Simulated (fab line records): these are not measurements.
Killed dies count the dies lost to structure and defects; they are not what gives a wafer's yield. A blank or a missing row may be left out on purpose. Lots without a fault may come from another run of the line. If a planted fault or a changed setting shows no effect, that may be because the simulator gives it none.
Matching of chambers	flow n5Finfet	4 sister chambers for N5_SD_EPI_N_ETCH_16 on rieDiel-06
The step etches SiO2 in CHF3/O2, target depth 5 nm. 4 wafers are shown with their chamber, then 10 later ones without.

EACH WAFER AND ITS CHAMBER
wafer	chamber	drypumpMotorCurrentA (A)
L075.6	3	6.4
L082.4	0	6.4
L086.1	2	4.9
L086.3	1	5.8

WAFERS MISSING THEIR CHAMBER
wafer	drypumpMotorCurrentA (A)
L086.6	4.9
L093.3	4.9
L093.5	4.9
L093.6	5.8
L094.2	5.8
L094.3	6.4
L094.6	6.4
L096.4	5.7
L096.5	6.4
L096.6	4.9

WHICH CHAMBER EACH ONE RAN IN
wafer	from the rows above	in truth
L086.6	2	2
L093.3	2	2
L093.5	2	2
L093.6	1	1
L094.2	1	1
L094.3	can't be placed: 0 or 3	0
L094.6	can't be placed: 0 or 3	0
L096.4	1	1
L096.5	can't be placed: 0 or 3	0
L096.6	2	2
Correctly placed: 7 of 10. Not placeable from these rows: 3 (in 3, the candidates include the true chamber). 0 placed wrongly.
How it was worked out, from the rows above alone: a wafer's distance from a chamber is the root of the sum, over the readings, of the square of ((its reading less the chamber's mean) divided by the reading's scatter). If the next closest chamber is less than 2 further off than the closest, the wafer can't be placed; otherwise it belongs to the closest. For every chamber, the mean is computed from those of its wafers that are shown. The scatter: with one shown wafer a chamber, the root of the mean of the squares of how far each hidden wafer lies from its nearest shown one.
